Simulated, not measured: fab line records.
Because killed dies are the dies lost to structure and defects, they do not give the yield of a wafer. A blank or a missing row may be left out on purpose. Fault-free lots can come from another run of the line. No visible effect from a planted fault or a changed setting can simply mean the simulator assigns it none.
fab line records	flow n5Finfet
record lots=11	wafers=33	lastDay=19
route steps=1938 shown BEOL_M0@717 PAD_METAL@1895 PASSIVATION@1929
lots untouched by any fault: they come from a run of this same line in which no faults occurred
startH: hours from the record's opening day to when the first of the lot's shown wafers began	waitH: hours elapsed since this lot's preceding step	" identical to the entry in the row above	L1.1+2: several wafers, shown together as one row	- either no value or no given start	* or withheld: withheld	< > ~ a bound
route shown NAME@n: NAME is a module with steps in the file, n the number in the route of the first one	usual: mean/standard deviation of fault-free wafers	same: alike in all rows	chamber/n: place in a boat	sites: readings site by site	_std_site: the values' standard deviation	_edge_site: outer sites' mean less inner sites'	radiusMm: how far each site lies from the wafer's centre	mask NAME#n: copy n	behind: the tool/chamber that last shaped the wafer	hold: why the lot went on hold/how many hours it stayed there/how the hold came to an end	device: names the non-switching transistor (n, p or np)	end of line: the same wafers' tests at the end of the route	a step with no rows: only its recipe	killed: not the wafer's yield, but the dies lost to structure and defects at the first sort	map: a wafer's dies, marking killed ones x, the rest . and places with no die _
set.NAME: setting as actually run; set.NAME@STEP: the setting as run at that earlier step	model.NAME: the simulator's own value behind a step, which no gauge read
route steps across a sampled set of lots; one table per step, one row per wafer
services: from which hour (startH, from the record's first day; less than 0 if before it) a tool's chamber was out of use, for how many hours, and why
## steps
# step N5_BEOL_M0_STRIP_140
# recipe chemistry=CF4	resist=SiARC	powerW=300	biasPowerW=75	pressureMtorr=50	cf4FlowSccm=150	rfFrequencyHz=6e+07
# usual drypumpMotorCurrentA=5.9/0.5	oesProductAu=0.80/0.069	rfVppV=270.8/1.8	showerheadPlenumPTorr=1.78/0.061	throttleValvePct=13.55/0.26
lot.wafer	tool	chamber	startH	waitH	drypumpMotorCurrentA	oesProductAu	rfHoursCounterH	rfVppV	showerheadPlenumPTorr	throttleValvePct
L704.1	rieDiel-03	3	132.45	0.1	5.6	0.69	220	269.7	1.85	14.13
L704.2	"	1	"	"	6.5	0.87	27	272.9	1.83	13.28
L704.6	"	0	"	"	6.0	0.83	-	269.2	1.76	13.57
L707.2	rieDiel-01	0	141.57	0.1	6.2	0.78	132	267.7	1.73	13.69
L707.3	"	2	"	"	5.4	0.72	192	272.3	1.84	13.72
L707.6	"	1	"	"	6.4	0.84	-	271.9	1.77	13.19
L706.4	rieDiel-03	2	142.46	0.1	6.7	0.84	46	270.9	1.82	13.60
L706.5	"	2	"	"	6.7	0.84	-	273.9	1.82	13.63
L706.6	"	3	"	"	5.6	0.70	-	271.3	1.85	14.14
L708.1	rieDiel-01	1	154.71	0.5	6.5	0.83	42	269.6	1.76	13.21
L708.4	"	0	"	"	6.3	0.77	136	270.3	1.73	13.70
L708.6	"	2	"	"	5.4	0.71	-	273.2	1.84	13.74
L710.1	rieDiel-01	0	158.26	0.3	6.2	0.78	137	269.7	1.73	13.69
L710.2	"	3	"	"	5.1	0.76	156	265.8	1.65	13.44
L710.6	"	0	"	"	6.2	0.77	-	268.7	1.73	13.71
L711.1	rieDiel-01	2	163.18	0.1	5.4	0.71	199	272.9	1.84	13.71
L711.3	"	1	"	"	6.4	0.82	45	268.7	1.76	13.19
L711.4	"	3	"	"	5.1	0.76	158	267.2	1.65	13.45
L712.2	rieDiel-01	3	168.61	0.2	5.1	0.76	160	267.7	1.65	13.44
L712.3	"	0	"	"	6.2	0.77	140	270.6	1.73	13.69
L712.6	"	0	"	"	6.2	0.77	-	270.6	1.73	13.70
L717.2	rieDiel-05	3	207.73	0.1	5.6	0.91	14	270.5	1.77	13.18
L717.3	"	2	"	"	5.6	0.73	203	272.2	1.87	13.86
L717.6	"	2	"	"	5.6	0.72	-	275.6	1.87	13.86
L718.2	rieDiel-01	0	207.77	0.1	6.2	0.76	153	269.7	1.73	13.74
L718.3	"	2	"	"	5.4	0.70	213	273.5	1.84	13.75
L718.5	"	0	"	"	6.2	0.77	-	271.6	1.73	13.74
L724.2	rieDiel-03	2	243.14	0.1	6.7	0.81	78	273.0	1.81	13.68
L724.5	"	0	"	"	6.0	0.80	-	268.1	1.75	13.62
L724.6	"	1	"	"	6.5	0.82	-	273.2	1.82	13.35
L726.1	rieDiel-05	3	255.57	0.1	5.6	0.88	26	272.1	1.76	13.21
L726.5	"	3	"	"	5.6	0.89	-	270.3	1.76	13.20
L726.6	"	0	"	"	5.4	0.80	-	270.9	1.82	13.52
# step N5_PASSIVATION_SPUTTER_20
# recipe material=TaN	targetThkA=500	tempC=25	chamberPressurePa=0.4
# usual throttleValvePct=30.3/0.78
lot.wafer	tool	chamber	startH	waitH	throttleValvePct
L704.1	pvdSputter-02	-	288.74	0.0	29.0
L704.2	"	-	"	"	30.9
L704.6	"	-	"	"	30.5
L707.2	pvdSputter-02	-	336.12	0.0	30.4
L707.3	"	-	"	"	31.0
L707.6	"	-	"	"	30.7
L706.4	pvdSputter-01	-	343.98	0.0	31.0
L706.5	"	-	"	"	31.0
L706.6	"	-	"	"	30.9
L708.1	pvdSputter-01	-	366.25	0.0	31.0
L708.4	"	-	"	"	29.6
L708.6	"	-	"	"	30.8
L710.1	pvdSputter-01	-	375.64	0.0	29.7
L710.2	"	-	"	"	31.1
L710.6	"	-	"	"	29.3
L711.1	pvdSputter-02	-	389.42	0.0	31.0
L711.3	"	-	"	"	30.6
L711.4	"	-	"	"	30.5
L712.2	pvdSputter-02	-	390.34	0.0	30.3
L712.3	"	-	"	"	31.2
L712.6	"	-	"	"	30.3
L718.2	pvdSputter-01	-	411.54	0.0	29.3
L718.3	"	-	"	"	31.1
L718.5	"	-	"	"	31.3
L717.2	pvdSputter-01	-	443.63	0.0	31.3
L717.3	"	-	"	"	29.2
L717.6	"	-	"	"	31.2
L724.2	pvdSputter-03	-	456.29	0.0	29.4
L724.5	"	-	"	"	29.8
L724.6	"	-	"	"	30.0
L726.1	pvdSputter-01	-	457.27	0.0	31.0
L726.5	"	-	"	"	29.3
L726.6	"	-	"	"	31.1
# step N5_PASSIVATION_PASS_ETCH_47
# recipe chemistry=CF4/O2	target=SiNx	targetDepthA=7700	timeS=385	ionEnergyEv=100	pressureMtorr=40	sourceW=535	biasW=49	Ar_flow_sccm=100	cf4FlowSccm=100	O2_flow_sccm=10
# usual drypumpMotorCurrentA=5.9/0.49	oesProductAu=0.80/0.068	rfVppV=239/4.9	showerheadPlenumPTorr=2.18/0.07	throttleValvePct=15.88/0.2
lot.wafer	tool	chamber	startH	waitH	drypumpMotorCurrentA	oesProductAu	rfHoursCounterH	rfVppV	showerheadPlenumPTorr	throttleValvePct
L704.1	rieDiel-05	1	291.32	0.0	6.2	0.87	47	240	2.16	15.74
L704.2	"	2	"	"	5.6	0.73	223	242	2.28	16.13
L704.6	"	3	"	"	5.6	0.87	-	239	2.16	15.56
L707.2	rieDiel-01	0	338.56	0.0	6.2	0.73	195	232	2.10	16.08
L707.3	"	3	"	"	5.1	0.72	215	240	2.00	15.81
L707.6	"	3	"	"	5.1	0.72	-	238	2.00	15.79
L706.4	rieDiel-05	3	346.66	0.0	5.5	0.85	53	239	2.16	15.58
L706.5	"	2	"	"	5.6	0.72	-	240	2.27	16.15
L706.6	"	3	"	"	5.5	0.85	-	238	2.16	15.58
L708.1	rieDiel-01	1	368.94	0.0	6.4	0.77	106	234	2.14	15.62
L708.4	"	3	"	"	5.1	0.71	226	238	2.00	15.82
L708.6	"	2	"	"	5.4	0.96	-	246	2.25	15.65
L710.1	rieDiel-03	0	378.73	0.0	6.0	0.77	127	240	2.13	16.01
L710.2	"	1	"	"	6.5	0.80	97	235	2.22	15.72
L710.6	"	2	"	"	6.7	0.78	-	234	2.22	16.10
L711.1	rieDiel-03	0	392.11	0.0	6.0	0.77	132	240	2.13	16.00
L711.3	"	3	"	"	5.6	0.88	39	247	2.25	16.02
L711.4	"	1	"	"	6.5	0.80	102	234	2.22	15.74
L712.2	rieDiel-03	0	392.78	0.0	6.0	0.77	132	240	2.13	16.00
L712.3	"	1	"	"	6.5	0.78	102	236	2.22	15.75
L712.6	"	2	"	"	6.7	0.77	-	234	2.22	16.10
L718.2	rieDiel-05	2	414.35	0.0	5.6	0.93	9	242	2.26	15.71
L718.3	"	1	"	"	6.2	0.82	90	241	2.14	15.82
L718.5	"	1	"	"	6.2	0.82	-	239	2.14	15.82
L717.2	rieDiel-03	2	446.79	0.0	6.7	0.76	139	231	2.22	16.14
L717.3	"	1	"	"	6.5	0.78	120	236	2.21	15.79
L717.6	"	0	"	"	6.0	0.76	-	239	2.12	16.04
L724.2	rieDiel-01	0	458.92	0.0	6.3	0.69	245	232	2.09	16.18
L724.5	"	1	"	"	6.4	0.74	-	234	2.13	15.70
L724.6	"	0	"	"	6.2	0.69	-	234	2.09	16.19
L726.1	rieDiel-03	3	461.28	0.0	5.6	0.83	67	246	2.24	16.07
L726.5	"	3	"	"	5.6	0.84	-	247	2.24	16.06
L726.6	"	0	"	"	6.0	0.75	-	240	2.12	16.06
# step N5_PASSIVATION_PROBE_49
# usual defectLimitedYield=90.9/1.4	killed_at_M0_to_M3=38/11	killed_at_M4_up=13/5.9	killedAtContacts=14/6.4	killedAtFrontEnd=38/11	killedAtOther=3.3/2.5	killedDies=107/16	killedOnRim=14/3.6	killedOpen=70/12	killedShort=35/7.7	sort_bin_5_function=5.3/0.94	sort_bin_6_memory=3.5/0.7	sort_bin_8_speed=0.00/0.007	sortNPass=1073/16	sortYieldPct=90.9/1.4
# same grossDies=1180	killedAtBackSide=0	sort_bin_4_leakage[%]=0
lot.wafer	tool	chamber	startH	waitH	defectLimitedYield[%]	killed_at_M0_to_M3	killed_at_M4_up	killedAtContacts	killedAtFrontEnd	killedAtOther	killedDies	killedOnRim	killedOpen	killedShort	sort_bin_5_function[%]	sort_bin_6_memory[%]	sort_bin_8_speed[%]	sortNPass	sortYieldPct[%]
L704.1	prober-01	-	294.32	0.0	91.9	21	14	3	51	7	96	19	65	31	4.4	3.6	0	1084	91.9
L704.2	prober-01	-	294.37	0.1	90.4	38	7	6	59	3	113	13	66	47	5.9	3.2	0	1067	90.4
L704.6	prober-01	-	294.57	0.3	93.3	17	17	8	34	3	79	10	44	34	4.4	2.2	0	1101	93.3
L707.2	prober-02	-	341.61	0.1	93.1	30	11	11	29	0	81	7	59	18	3.0	3.6	0	1099	93.1
L707.3	prober-02	-	341.66	0.1	91.4	33	18	14	36	1	102	20	65	32	4.7	3.7	0	1078	91.4
L707.6	prober-02	-	341.81	0.3	91.7	29	14	10	44	1	98	13	60	32	4.8	3.0	0	1082	91.7
L706.4	prober-01	-	349.81	0.2	90.1	30	9	29	46	3	117	16	72	42	5.2	4.2	0	1063	90.1
L706.5	prober-01	-	349.86	0.2	88.5	30	8	27	69	2	136	16	91	44	6.4	4.8	0	1044	88.5
L706.6	prober-01	-	349.91	0.3	86.9	35	20	27	71	1	154	21	94	58	8.1	4.3	0	1026	86.9
L708.1	prober-01	-	372.04	0.0	89.7	44	12	10	54	2	122	14	75	47	5.8	3.7	0	1058	89.7
L708.4	prober-01	-	372.19	0.2	93.2	33	12	9	25	1	80	12	60	18	3.7	2.8	0	1100	93.2
L708.6	prober-01	-	372.29	0.3	91.5	37	21	5	32	5	100	12	65	31	5.5	2.8	0	1080	91.5
L710.1	prober-02	-	381.80	0.0	92.3	25	18	11	35	2	91	13	61	30	5.0	2.5	0	1089	92.3
L710.2	prober-02	-	381.85	0.1	92.0	38	11	7	37	1	94	12	66	28	5.3	2.3	0	1086	92.0
L710.6	prober-02	-	382.05	0.3	88.9	39	26	6	57	3	131	13	91	40	6.9	4.0	0	1049	88.9
L711.1	prober-01	-	395.12	0.0	91.2	48	15	9	23	9	104	12	63	40	5.0	3.5	0.08	1075	91.1
L711.3	prober-01	-	395.22	0.1	90.4	46	14	13	37	3	113	16	86	26	6.2	3.3	0	1067	90.4
L711.4	prober-01	-	395.27	0.2	92.4	33	17	9	28	3	90	10	52	36	4.2	3.1	0	1090	92.4
L712.2	prober-02	-	395.85	0.1	90.7	40	16	14	38	2	110	15	79	31	5.7	3.4	0	1070	90.7
L712.3	prober-02	-	395.90	0.1	85.5	108	25	8	25	5	171	31	75	18	8.0	3.7	0	1009	85.5
L712.6	prober-02	-	396.05	0.3	83.5	118	26	13	34	4	195	36	85	29	9.2	4.9	0	985	83.5
L718.2	prober-01	-	417.40	0.1	83.3	146	15	13	22	1	197	31	80	34	8.3	5.6	0	983	83.3
L718.3	prober-01	-	417.45	0.1	89.3	53	11	12	44	6	126	12	86	39	5.8	4.6	0	1054	89.3
L718.5	prober-01	-	417.55	0.2	84.2	149	6	9	20	3	187	29	65	45	9.2	4.2	0	993	84.2
L717.2	prober-02	-	449.86	0.1	91.0	54	12	12	26	2	106	13	74	31	4.5	4.2	0	1074	91.0
L717.3	prober-02	-	449.91	0.1	89.9	58	8	13	39	1	119	19	87	32	6.0	3.8	0	1061	89.9
L717.6	prober-02	-	450.06	0.3	90.0	42	10	23	42	1	118	19	68	50	6.2	3.4	0	1062	90.0
L724.2	prober-02	-	461.99	0.1	94.8	17	6	6	26	6	61	5	42	17	2.8	2.1	0	1119	94.8
L724.5	prober-02	-	462.14	0.2	92.2	42	10	15	21	4	92	11	61	30	3.8	3.8	0	1088	92.2
L724.6	prober-02	-	462.19	0.3	92.3	43	6	8	29	5	91	12	68	23	3.8	3.6	0	1089	92.3
L726.1	prober-01	-	464.51	0.2	90.1	29	16	24	46	2	117	18	75	42	5.8	3.9	0	1063	90.1
L726.5	prober-01	-	464.71	0.4	92.1	40	12	18	20	3	93	14	56	36	5.1	2.7	0	1087	92.1
L726.6	prober-01	-	464.76	0.5	90.2	45	15	14	41	1	116	16	76	40	5.8	3.7	0	1064	90.2
# killed by level:class
L704.1 STI_FIN_REVEAL:geometricParticle:open=17 FIN_SAQP:geometricParticle:short=11 BEOL_M1:geometricParticle:open=6 FIN_SAQP:geometricParticle:open=5 BEOL_M0_SAQP:geometricParticle:short=5 STI_FIN_REVEAL:geometricParticle:short=4 GATE_CUT:geometricParticle:open=4 BEOL_M2:geometricParticle:open=4
L704.2 FIN_SAQP:geometricParticle:short=17 STI_FIN_REVEAL:geometricParticle:open=16 BEOL_M1:geometricParticle:open=9 BEOL_M3:geometricParticle:open=6 FIN_SAQP:geometricParticle:open=6 BEOL_M0_SAQP:geometricParticle:short=5 GATE_CUT:geometricParticle:open=4 MOL_CONTACT_COAG:geometricParticle:open=4
L704.6 FIN_SAQP:geometricParticle:short=9 MOL_CONTACT_COAG:geometricParticle:open=6 BEOL_M4:geometricParticle:open=6 STI_FIN_REVEAL:geometricParticle:open=5 BEOL_M5:geometricParticle:open=5 STARTING-WAFER:geometricParticle:short=5 GATE_CUT:geometricParticle:short=4 BEOL_M2:geometricParticle:open=4
L707.2 MOL_CONTACT_COAG:geometricParticle:open=11 BEOL_M2:geometricParticle:open=7 BEOL_M3:geometricParticle:open=7 FIN_SAQP:geometricParticle:short=6 STI_FIN_REVEAL:geometricParticle:open=6 BEOL_M0_SAQP:geometricParticle:short=6 BEOL_M0_SAQP:geometricParticle:open=5 BEOL_M0:geometricParticle:open=4
L707.3 MOL_CONTACT_COAG:geometricParticle:open=13 FIN_SAQP:geometricParticle:short=10 BEOL_M2:geometricParticle:open=10 FIN_SAQP:geometricParticle:open=9 BEOL_M3:geometricParticle:open=6 BEOL_M2:geometricParticle:short=5 BEOL_M4:geometricParticle:open=5 BEOL_M0_SAQP:geometricParticle:short=4
L707.6 FIN_SAQP:geometricParticle:short=9 MOL_CONTACT_COAG:geometricParticle:open=8 STI_FIN_REVEAL:geometricParticle:open=7 FIN_SAQP:geometricParticle:open=6 BEOL_M3:geometricParticle:open=6 BEOL_M5:geometricParticle:open=6 BEOL_M0:geometricParticle:open=5 BEOL_M5:geometricParticle:short=4
L706.4 MOL_CONTACT_COAG:geometricParticle:open=21 FIN_SAQP:geometricParticle:short=11 FIN_SAQP:geometricParticle:open=9 MOL_CONTACT_COAG:geometricParticle:short=8 GATE_CUT:geometricParticle:short=6 BEOL_M1:geometricParticle:open=5 BEOL_M1:geometricParticle:short=5 STARTING-WAFER:geometricParticle:open=5
L706.5 FIN_SAQP:geometricParticle:open=25 MOL_CONTACT_COAG:geometricParticle:open=21 FIN_SAQP:geometricParticle:short=18 BEOL_M0_SAQP:geometricParticle:short=12 STI_FIN_REVEAL:geometricParticle:open=10 BEOL_M0_SAQP:geometricParticle:open=7 MOL_CONTACT_COAG:geometricParticle:short=6 GATE_CUT:geometricParticle:open=5
L706.6 FIN_SAQP:geometricParticle:short=27 FIN_SAQP:geometricParticle:open=23 MOL_CONTACT_COAG:geometricParticle:open=21 BEOL_M1:geometricParticle:open=10 BEOL_M0_SAQP:geometricParticle:short=10 STI_FIN_REVEAL:geometricParticle:open=9 MOL_CONTACT_COAG:geometricParticle:short=6 GATE_CUT:geometricParticle:short=5
L708.1 FIN_SAQP:geometricParticle:open=19 BEOL_M0_SAQP:geometricParticle:short=14 BEOL_M3:geometricParticle:open=14 FIN_SAQP:geometricParticle:short=11 STI_FIN_REVEAL:geometricParticle:open=9 BEOL_M0_SAQP:geometricParticle:open=7 BEOL_M2:geometricParticle:open=6 STI_FIN_REVEAL:geometricParticle:short=5
L708.4 MOL_CONTACT_COAG:geometricParticle:open=9 BEOL_M2:geometricParticle:open=8 BEOL_M3:geometricParticle:open=7 BEOL_M0_SAQP:geometricParticle:open=6 BEOL_M4:geometricParticle:open=6 STI_FIN_REVEAL:geometricParticle:open=5 BEOL_M0_SAQP:geometricParticle:short=5 GATE_CUT:geometricParticle:open=4
L708.6 BEOL_M0:geometricParticle:open=9 STI_FIN_REVEAL:geometricParticle:open=8 BEOL_M4:geometricParticle:open=8 FIN_SAQP:geometricParticle:short=7 BEOL_M0_SAQP:geometricParticle:open=7 BEOL_M3:geometricParticle:open=6 FIN_SAQP:geometricParticle:open=5 MOL_CONTACT_COAG:geometricParticle:open=5
L710.1 STI_FIN_REVEAL:geometricParticle:open=13 MOL_CONTACT_COAG:geometricParticle:open=10 BEOL_M4:geometricParticle:open=9 BEOL_M0_SAQP:geometricParticle:short=8 FIN_SAQP:geometricParticle:open=7 GATE_CUT:geometricParticle:short=6 BEOL_M0_SAQP:geometricParticle:open=4 BEOL_M1:geometricParticle:open=4
L710.2 FIN_SAQP:geometricParticle:open=7 BEOL_M0_SAQP:geometricParticle:short=7 BEOL_M1:geometricParticle:open=7 BEOL_M3:geometricParticle:open=7 STI_FIN_REVEAL:geometricParticle:open=6 MOL_CONTACT_COAG:geometricParticle:open=6 BEOL_M1:geometricParticle:short=6 DUMMY_GATE:geometricParticle:open=5
L710.6 FIN_SAQP:geometricParticle:open=24 BEOL_M4:geometricParticle:open=12 BEOL_M0_SAQP:geometricParticle:short=8 BEOL_M1:geometricParticle:open=8 FIN_SAQP:geometricParticle:short=7 BEOL_M0_SAQP:geometricParticle:open=6 MOL_CONTACT_COAG:geometricParticle:open=5 STARTING-WAFER:geometricParticle:short=5
L711.1 BEOL_M0_SAQP:geometricParticle:short=11 BEOL_M2:geometricParticle:open=10 BEOL_M3:geometricParticle:open=10 MOL_CONTACT_COAG:geometricParticle:open=8 BEOL_M4:geometricParticle:open=6 FIN_SAQP:geometricParticle:open=5 GATE_CUT:geometricParticle:short=5 BEOL_M0_SAQP:geometricParticle:open=5
L711.3 BEOL_M2:geometricParticle:open=13 BEOL_M3:geometricParticle:open=13 MOL_CONTACT_COAG:geometricParticle:open=12 BEOL_M4:geometricParticle:open=8 DUMMY_GATE:geometricParticle:open=7 STI_FIN_REVEAL:geometricParticle:open=6 GATE_CUT:geometricParticle:short=5 BEOL_M0_SAQP:geometricParticle:short=5
L711.4 BEOL_M0_SAQP:geometricParticle:short=9 BEOL_M3:geometricParticle:open=8 BEOL_M2:geometricParticle:open=7 MOL_CONTACT_COAG:geometricParticle:open=5 BEOL_M5:geometricParticle:open=5 FIN_SAQP:geometricParticle:short=4 MOL_CONTACT_COAG:geometricParticle:short=4 BEOL_M8:geometricParticle:open=4
L712.2 FIN_SAQP:geometricParticle:open=11 MOL_CONTACT_COAG:geometricParticle:open=11 BEOL_M1:geometricParticle:open=11 BEOL_M4:geometricParticle:open=10 FIN_SAQP:geometricParticle:short=7 DUMMY_GATE:geometricParticle:open=7 BEOL_M0_SAQP:geometricParticle:open=7 BEOL_M3:geometricParticle:open=7
L712.3 BEOL_M0:unspecified=78 BEOL_M4:geometricParticle:open=15 BEOL_M1:geometricParticle:open=9 FIN_SAQP:geometricParticle:open=8 MOL_CONTACT_COAG:geometricParticle:open=6 BEOL_M3:geometricParticle:open=6 BEOL_M2:geometricParticle:open=5 STI_FIN_REVEAL:geometricParticle:open=4
L712.6 BEOL_M0:unspecified=81 BEOL_M4:geometricParticle:open=18 BEOL_M0_SAQP:geometricParticle:open=14 FIN_SAQP:geometricParticle:open=9 MOL_CONTACT_COAG:geometricParticle:open=9 BEOL_M0_SAQP:geometricParticle:short=7 FIN_SAQP:geometricParticle:short=6 DUMMY_GATE:geometricParticle:open=6
L718.2 BEOL_M0:unspecified=81 BEOL_M0_SAQP:geometricParticle:open=13 BEOL_M0_SAQP:geometricParticle:short=11 BEOL_M2:geometricParticle:open=11 MOL_CONTACT_COAG:geometricParticle:open=10 BEOL_M0:geometricParticle:open=9 BEOL_M1:geometricParticle:open=8 FIN_SAQP:geometricParticle:short=4
L718.3 BEOL_M0_SAQP:geometricParticle:open=15 FIN_SAQP:geometricParticle:open=11 BEOL_M1:geometricParticle:open=11 FIN_SAQP:geometricParticle:short=8 MOL_CONTACT_COAG:geometricParticle:open=8 BEOL_M0_SAQP:geometricParticle:short=8 BEOL_M2:geometricParticle:open=7 ILD0:geometricParticle:open=5
L718.5 BEOL_M0:unspecified=77 BEOL_M0_SAQP:geometricParticle:open=25 BEOL_M0_SAQP:geometricParticle:short=24 MOL_CONTACT_COAG:geometricParticle:open=8 BEOL_M0:geometricParticle:open=7 FIN_SAQP:geometricParticle:open=6 BEOL_M2:geometricParticle:open=4 FIN_SAQP:geometricParticle:short=3
L717.2 BEOL_M2:geometricParticle:open=15 MOL_CONTACT_COAG:geometricParticle:open=9 BEOL_M0_SAQP:geometricParticle:open=8 BEOL_M0_SAQP:geometricParticle:short=7 BEOL_M2:geometricParticle:short=6 BEOL_M3:geometricParticle:open=6 STI_FIN_REVEAL:geometricParticle:open=5 BEOL_M1:geometricParticle:open=5
L717.3 BEOL_M2:geometricParticle:open=25 MOL_CONTACT_COAG:geometricParticle:open=11 BEOL_M0_SAQP:geometricParticle:open=9 BEOL_M2:geometricParticle:short=8 BEOL_M3:geometricParticle:open=7 FIN_SAQP:geometricParticle:open=6 DUMMY_GATE:geometricParticle:open=6 DUMMY_GATE:geometricParticle:short=5
L717.6 MOL_CONTACT_COAG:geometricParticle:open=14 FIN_SAQP:geometricParticle:short=12 BEOL_M0_SAQP:geometricParticle:short=12 MOL_CONTACT_COAG:geometricParticle:short=9 BEOL_M2:geometricParticle:open=8 FIN_SAQP:geometricParticle:open=6 BEOL_M3:geometricParticle:open=6 STI_FIN_REVEAL:geometricParticle:open=5
L724.2 STI_FIN_REVEAL:geometricParticle:open=8 MOL_CONTACT_COAG:geometricParticle:open=6 STI_FIN_REVEAL:geometricParticle:short=3 BEOL_M0:geometricParticle:open=3 BEOL_M1:geometricParticle:open=3 BEOL_M2:geometricParticle:open=3 DUMMY_GATE:geometricParticle:open=2 ILD0:geometricParticle:open=2
L724.5 MOL_CONTACT_COAG:geometricParticle:open=14 BEOL_M2:geometricParticle:open=13 BEOL_M3:geometricParticle:open=9 STI_FIN_REVEAL:geometricParticle:open=7 BEOL_M1:geometricParticle:open=5 BEOL_M2:geometricParticle:short=5 BEOL_M0:geometricParticle:short=3 BEOL_M4:geometricParticle:open=3
L724.6 BEOL_M3:geometricParticle:open=16 STI_FIN_REVEAL:geometricParticle:open=15 BEOL_M2:geometricParticle:open=10 MOL_CONTACT_COAG:geometricParticle:open=7 BEOL_M0_SAQP:geometricParticle:short=4 BEOL_M1:geometricParticle:open=4 GATE_CUT:geometricParticle:short=3 BEOL_M0_SAQP:geometricParticle:open=3
L726.1 MOL_CONTACT_COAG:geometricParticle:open=23 FIN_SAQP:geometricParticle:short=14 BEOL_M3:geometricParticle:open=9 DUMMY_GATE:geometricParticle:open=8 GATE_CUT:geometricParticle:short=6 BEOL_M0_SAQP:geometricParticle:open=5 BEOL_M4:geometricParticle:short=5 BEOL_M4:geometricParticle:open=5
L726.5 BEOL_M0_SAQP:geometricParticle:short=13 MOL_CONTACT_COAG:geometricParticle:open=12 BEOL_M0_SAQP:geometricParticle:open=8 MOL_CONTACT_COAG:geometricParticle:short=6 FIN_SAQP:geometricParticle:short=5 BEOL_M0:geometricParticle:open=5 BEOL_M3:geometricParticle:open=5 STI_FIN_REVEAL:geometricParticle:open=4
L726.6 BEOL_M3:geometricParticle:open=11 MOL_CONTACT_COAG:geometricParticle:open=10 BEOL_M0_SAQP:geometricParticle:open=8 BEOL_M0_SAQP:geometricParticle:short=8 STI_FIN_REVEAL:geometricParticle:open=7 BEOL_M4:geometricParticle:open=7 FIN_SAQP:geometricParticle:short=6 DUMMY_GATE:geometricParticle:open=6
## services
tool	chamber	startH	hours	kind
rieDiel-05	3	119.45	6.4	repair
rieDiel-03	2	157.49	2.7	repair
pvdSputter-03	-	205.12	1.6	repair
rieDiel-03	3	227.88	-	clean
rieDiel-03	3	227.88	-	consumableReplace:focusRing
rieDiel-03	3	227.88	18.7	scheduledDown
rieDiel-03	3	227.88	18.7	ventCycle
rieDiel-05	2	229.83	7.1	repair
pvdSputter-01	-	237.91	1.1	repair
rieDiel-03	-	322.81	14.6	pm
rieDiel-01	2	329.64	-	clean
rieDiel-01	2	329.64	-	consumableReplace:focusRing
rieDiel-01	2	329.64	14.3	scheduledDown
rieDiel-01	2	329.64	14.3	ventCycle
rieDiel-01	1	341.15	22.0	repair
rieDiel-05	2	349.12	1.4	repair
rieDiel-05	3	395.52	5.8	repair
rieDiel-01	2	422.68	5.6	repair
rieDiel-01	3	428.27	-	clean
rieDiel-01	3	428.27	-	consumableReplace:focusRing
rieDiel-01	3	428.27	-	consumableReplace:showerhead
rieDiel-01	3	428.27	18.9	scheduledDown
rieDiel-01	3	428.27	18.9	ventCycle
pvdSputter-01	-	430.44	0.9	repair
## key
firstSign step=N5_PASSIVATION_PROBE_49	reading=killed_at_M0_to_M3	direction=up	sigmas=8.2	usual=38	struck=130
effect step=N5_PASSIVATION_PROBE_49	reading=killedDies	direction=up	sigmas=4.9	usual=107	struck=188
moreKillsBornAt N5_BEOL_M0_STRIP_140@rieDiel-01=317
metAt N5_BEOL_M0_STRIP_140
struckLots L712,L718
struckWafers L712.3,L712.6,L718.2,L718.5
notActingAt N5_PASSIVATION_SPUTTER_20,N5_PASSIVATION_PASS_ETCH_47
onsetBetween 158.26 168.61
fault kind=chamberParticleSource	tool=rieDiel-01	chamber=0	onsetH=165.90	steps=N5_BEOL_M0_STRIP_140	ratePerVisitCm2=1.3722	endH=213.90
